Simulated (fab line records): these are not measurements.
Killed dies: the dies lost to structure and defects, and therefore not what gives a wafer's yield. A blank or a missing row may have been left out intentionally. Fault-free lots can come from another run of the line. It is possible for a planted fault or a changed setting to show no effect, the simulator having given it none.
Which of the tools did it? | flow nand harc | Sampling: 13 lots, 37 wafers, 5 of 1159 route steps

== WHAT THE GAUGES READ, wafer by wafer ==
NHARC_END_SORT_01.
lot  | measured     | on        | killed at array | killed at other | killed at periphery | killed dies | killed open | killed short
L522 | day 20 15:52 | prober-01 | 39 34 32        | 0 0 1           | 1 2 0               | 40 36 33    | 3 3 2       | 0 2 2
L524 | day 21 06:29 | prober-02 | 12 19 9         | 1 1 0           | 4 1 1               | 17 21 10    | 3 2 4       | 4 5 1

== WHAT TOOL EACH LOT RAN ON (gives the tool, then ch and the chambers of the sampled wafers, and finally the start) ==
lot  | NHARC_A_SLIT_DEP_00           | NHARC_A_SLIT_ETCH_24               | NHARC_A_SLIT_ETCH_26             | NHARC_A_WL_FILL_ALD_00
L517 | acl dep-01 ch 0, day 13 22:14 | rie diel-05 ch 0,3, day 14 00:52   | har etch-02 ch 0,1, day 14 12:52 | ald hk-03 ch 2,3, day 14 20:59
L516 | acl dep-01 ch 0, day 14 02:21 | rie diel-05 ch 0,3, day 14 04:59   | har etch-01 ch 0, day 14 13:12   | ald hk-03 ch 0,2, day 14 20:51
L519 | acl dep-03 ch 0, day 14 15:31 | rie diel-01 ch 1,2,3, day 14 18:20 | har etch-02 ch 0,1, day 14 21:22 | ald hk-03 ch 1,3, day 15 06:17
L520 | acl dep-03 ch 0, day 15 05:46 | rie diel-01 ch 1,3, day 15 08:40   | har etch-02 ch 1, day 15 12:08   | ald hk-03 ch 0,1,2, day 15 21:10
L522 | acl dep-01 ch 0, day 15 15:32 | rie diel-02 ch 0,2,3, day 15 17:42 | har etch-02 ch 0,1, day 15 19:56 | ald hk-03 ch 0,1,2, day 16 04:47
L521 | acl dep-01 ch 0, day 15 17:50 | rie diel-05 ch 1,2, day 15 19:40   | har etch-01 ch 0,1, day 15 21:56 | ald hk-02 ch 0,2,3, day 16 04:50
L525 | acl dep-02 ch 0, day 16 03:08 | rie diel-05 ch 0,1,3, day 16 05:58 | har etch-02 ch 0,1, day 16 08:10 | ald hk-02 ch 0,1,2, day 16 17:17
L524 | acl dep-01 ch 0, day 16 04:16 | rie diel-01 ch 0,2,3, day 16 06:53 | har etch-01 ch 0,1, day 16 09:05 | ald hk-02 ch 0,1, day 16 17:27
L531 | acl dep-03 ch 0, day 17 20:28 | rie diel-05 ch 1,2, day 17 23:27   | har etch-01 ch 0,1, day 18 02:08 | ald hk-02 ch 2,3, day 18 10:56
L534 | acl dep-03 ch 0, day 18 18:23 | rie diel-02 ch 1,2, day 18 21:12   | har etch-01 ch 0, day 18 23:21   | ald hk-02 ch 0,1, day 19 08:20
L538 | acl dep-03 ch 0, day 19 19:52 | rie diel-02 ch 1,2,3, day 19 22:49 | har etch-02 ch 0,1, day 20 00:59 | ald hk-03 ch 1,2,3, day 20 09:46
L537 | acl dep-02 ch 0, day 19 20:32 | rie diel-05 ch 0,1, day 19 23:13   | har etch-01 ch 0,1, day 20 02:29 | ald hk-03 ch 0,2, day 20 10:04
L539 | acl dep-03 ch 0, day 20 14:25 | rie diel-05 ch 0,2,3, day 20 16:34 | har etch-02 ch 0,1, day 20 18:49 | ald hk-04 ch 1,2,3, day 21 03:41
- NHARC_A_SLIT_DEP_00: deposits aC, target thk 3200 nm.
- NHARC_A_SLIT_ETCH_24: etches the open film in CF4/CHF3, target depth 121 nm, time 60.5 s.
- NHARC_A_SLIT_ETCH_26: etches the open film in C4F8/O2/Ar, time 90 s, target depth 400 nm.
- NHARC_A_WL_FILL_ALD_00: deposits Al2O3, target thk 3 nm, pulse time 3 s, ald cycles 30.

== AS READ BY THE TOOLS THEMSELVES (means over the sampled wafers that have a number; for cases with no such wafer, the mark the record gives instead) ==
NHARC_A_SLIT_DEP_00.
lot  | tool       | throttle valve pct (%)
L517 | acl dep-01 | 35.002
L516 | acl dep-01 | 34.990
L519 | acl dep-03 | 34.996
L520 | acl dep-03 | 34.996
L522 | acl dep-01 | 34.991
L521 | acl dep-01 | 35.011
L525 | acl dep-02 | 34.993
L524 | acl dep-01 | 35.007
L531 | acl dep-03 | 35.016
L534 | acl dep-03 | 35.002
L538 | acl dep-03 | 35.013
L537 | acl dep-02 | 34.997
L539 | acl dep-03 | 34.992

NHARC_A_SLIT_ETCH_24.
lot  | tool        | cf4 flow sccm (sccm) | drypump motor current A (A) | oes product au (a.u.) | rf vpp V (V) | showerhead plenum p Torr (Torr) | throttle valve pct (%)
L517 | rie diel-05 | 100.1                | 6.0                         | 0.915                 | 371.5        | 1.61                            | 16.808
L516 | rie diel-05 | 100.1                | 6.0                         | 0.918                 | 371.9        | 1.61                            | 16.808
L519 | rie diel-01 | 99.9                 | 5.6                         | 0.965                 | 369.4        | 1.55                            | 16.800
L520 | rie diel-01 | 100.3                | 5.5                         | 0.982                 | 371.4        | 1.59                            | 16.802
L522 | rie diel-02 | 100.0                | 5.6                         | 0.975                 | 372.2        | 1.60                            | 16.800
L521 | rie diel-05 | 100.1                | 5.5                         | 0.979                 | 368.7        | 1.51                            | 16.791
L525 | rie diel-05 | 100.2                | 5.7                         | 0.975                 | 370.9        | 1.59                            | 16.805
L524 | rie diel-01 | 99.7                 | 5.8                         | 0.964                 | 370.1        | 1.53                            | 16.805
L531 | rie diel-05 | 100.1                | 5.5                         | 0.976                 | 369.2        | 1.52                            | 16.796
L534 | rie diel-02 | 99.8                 | 5.5                         | 0.960                 | 372.5        | 1.61                            | 16.798
L538 | rie diel-02 | 100.0                | 5.5                         | 0.958                 | 371.8        | 1.60                            | 16.804
L537 | rie diel-05 | 99.9                 | 5.4                         | 0.983                 | 369.7        | 1.57                            | 16.811
L539 | rie diel-05 | 100.1                | 5.9                         | 0.945                 | 370.5        | 1.56                            | 16.807

NHARC_A_SLIT_ETCH_26.
lot  | tool        | bias v (V) | drypump motor current A (A) | he backside leak sccm (sccm) | showerhead plenum p Torr (Torr) | throttle valve pct (%)
L517 | har etch-02 | 399        | 5.8                         | 5.7                          | 3.80                            | 27.621
L516 | har etch-01 | 395        | 5.7                         | 4.5                          | 3.83                            | 27.624
L519 | har etch-02 | 399        | 5.8                         | 5.6                          | 3.81                            | 27.615
L520 | har etch-02 | 399        | 5.7                         | 5.6                          | 3.83                            | 27.619
L522 | har etch-02 | 402        | 5.8                         | 5.8                          | 3.80                            | 27.620
L521 | har etch-01 | 399        | 5.9                         | 5.1                          | 3.77                            | 27.616
L525 | har etch-02 | 398        | 5.8                         | 5.8                          | 3.80                            | 27.610
L524 | har etch-01 | 396        | 6.1                         | 5.2                          | 3.70                            | 27.613
L531 | har etch-01 | 400        | 6.0                         | 5.2                          | 3.71                            | 27.608
L534 | har etch-01 | 396        | 5.6                         | 5.1                          | 3.81                            | 27.616
L538 | har etch-02 | 400        | 5.8                         | 5.7                          | 3.78                            | 27.621
L537 | har etch-01 | 402        | 5.9                         | 5.1                          | 3.74                            | 27.619
L539 | har etch-02 | 402        | 5.8                         | 6.0                          | 3.76                            | 27.629

NHARC_A_WL_FILL_ALD_00.
lot  | tool      | heater power w (W) | precursor pulse height rel
L517 | ald hk-03 | 488                | 1.012
L516 | ald hk-03 | 485                | 0.983
L519 | ald hk-03 | 486                | 1.017
L520 | ald hk-03 | 471                | 1.016
L522 | ald hk-03 | 462                | 0.999
L521 | ald hk-02 | 472                | 0.994
L525 | ald hk-02 | 459                | 1.019
L524 | ald hk-02 | 429                | 0.974
L531 | ald hk-02 | 496                | 0.994
L534 | ald hk-02 | 438                | 1.007
L538 | ald hk-03 | 468                | 1.007
L537 | ald hk-03 | 478                | 0.986
L539 | ald hk-04 | 469                | 1.005

== THE ANSWER, worked out from the rows above alone ==
Rule: usual is defined by the lots themselves. The widest of any qualifying gaps counts: lots, ordered by their means at a reading, are off when they make up no more than a third of the lots, leave a main group of 4 or more, and stand apart from it by 3 or more times the standard deviation of that group's means. A main group is skipped when, at the precision printed for the reading in the tables above, its means are all equal. Also off: a lot with no number at a reading for which 4 or more lots have one. All remaining lots with rows at the step are treated as sound. The gauges are gone through in route order, then the tools' own readings, and for those a lot's mean is taken as printed above. At the first step where some lot is off, the reading lying furthest off is the one used; lots without a number count as furthest.
None of the lots is off at any reading shown; this tells nothing.

== WHAT THE SIMULATOR PUT IN ==
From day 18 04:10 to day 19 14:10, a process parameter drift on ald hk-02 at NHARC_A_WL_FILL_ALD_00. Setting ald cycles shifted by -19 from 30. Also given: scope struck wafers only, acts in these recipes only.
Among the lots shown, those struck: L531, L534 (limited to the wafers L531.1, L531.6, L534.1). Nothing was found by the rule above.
